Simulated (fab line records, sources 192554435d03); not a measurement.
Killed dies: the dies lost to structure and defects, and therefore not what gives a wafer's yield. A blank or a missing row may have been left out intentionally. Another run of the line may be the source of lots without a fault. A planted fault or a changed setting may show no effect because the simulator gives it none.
8D (eight disciplines) problem report, filled in by code / flow n5_finfet / the parts of the form that need people (team, actions taken, sign-off) are left out

1. WHAT WENT WRONG
At N5_SDB_CUT_ETCH_26, oes_o_777_au averages 1.57 a.u. over 3 wafers from 2 lots, while fault-free wafers read 0.99 a.u., standard deviation 0.034. Relative to the usual mean, that is a shift of +17 standard deviations.
The step: etches Si in HBr/Cl2/O2, target depth 129.6 nm, bt time 20 s, time 51.8 s.
First seen on wafer L298.3, day 6 16:28, on rie_si-02. Wafers with a number at this step in the record: 18, from 6 lots. Rule for "out" (also "out of limits"): further than 4 standard deviations from the usual mean. All remaining wafers that have a number are taken as sound.

2. WHAT IT IS AND WHAT IT IS NOT
question=which readings at this step | is=oes_o_777_au | is not=drypump_motor_current_A, oes_product_au, throttle_valve_pct
question=which lots | is=L298, L301 | is not=L289, L295, L307, L308
question=which wafers of those lots | is=L298.3, L298.4, L301.5 | is not=L298.1, L301.4, L301.6
question=read on which tools | is=rie_si-02 | is not=rie_si-01
question=when | is=from day 6 16:28 | is not=up to then (7 sound wafers); but 8 sound wafers of L301, L307, L308 came after

3. THE SUSPECTS, EACH WITH WHAT RULES IT OUT
Counting: any tool at a process step up to the reading remains a suspect provided it ran every lot that is out. Sound lots after the first of them don't rule it out here, since some wafers of a struck lot are sound.
- rie_si-02 at N5_SDB_CUT_ETCH_26 (etches Si in HBr/Cl2/O2, target depth 129.6 nm, bt time 20 s, time 51.8 s): kept. It processed each lot that is out (first: L298, day 6 16:28); up to then, its last sound lot is L289 (day 4 08:19). On those wafers its own readings are out: oes_o_777_au.
- In rie_si-02 at N5_SDB_CUT_ETCH_26, the wafers that are out were processed in chamber 0 and their sound lot-mates in chambers 2, 3.
Remaining after the count: rie_si-02 at N5_SDB_CUT_ETCH_26.

4. THE CAUSE (what the simulator had put in)
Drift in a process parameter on rie_si-02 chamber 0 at N5_SDB_CUT_ETCH_26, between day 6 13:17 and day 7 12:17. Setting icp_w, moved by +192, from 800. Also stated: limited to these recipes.
This tool alone remained once counting was done.

5. THE EFFECT CHAIN, in route order
One row per reading whose mean, taken over the struck wafers that have a number, lies over 3 standard deviations from the usual. Only readings for which the record gives a usual standard deviation are gone through. hours: the time from each lot's start at the first step in this table that gives one to its start at this step, as a median over the lots. sigmas: the change in usual standard deviations.
hours=0; step=N5_SDB_CUT_ETCH_26; reading=oes_o_777_au; usual=0.99 a.u.; on struck wafers=1.57; change=+0.58; sigmas=+17
Here are the process steps it includes:
- N5_SDB_CUT_ETCH_26: etches Si in HBr/Cl2/O2, target depth 129.6 nm, bt time 20 s, time 51.8 s.
Later steps that measure or inspect, where all struck wafers having a row at the step show a number for every such reading and not one has moved that far: N5_BEOL_M4_RC_MEAS_101.

6. HOW IT WOULD HAVE BEEN CAUGHT EARLIER
In this record no reading fell out of limits until day 6 16:28, 3 hours after the fault had begun at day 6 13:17.
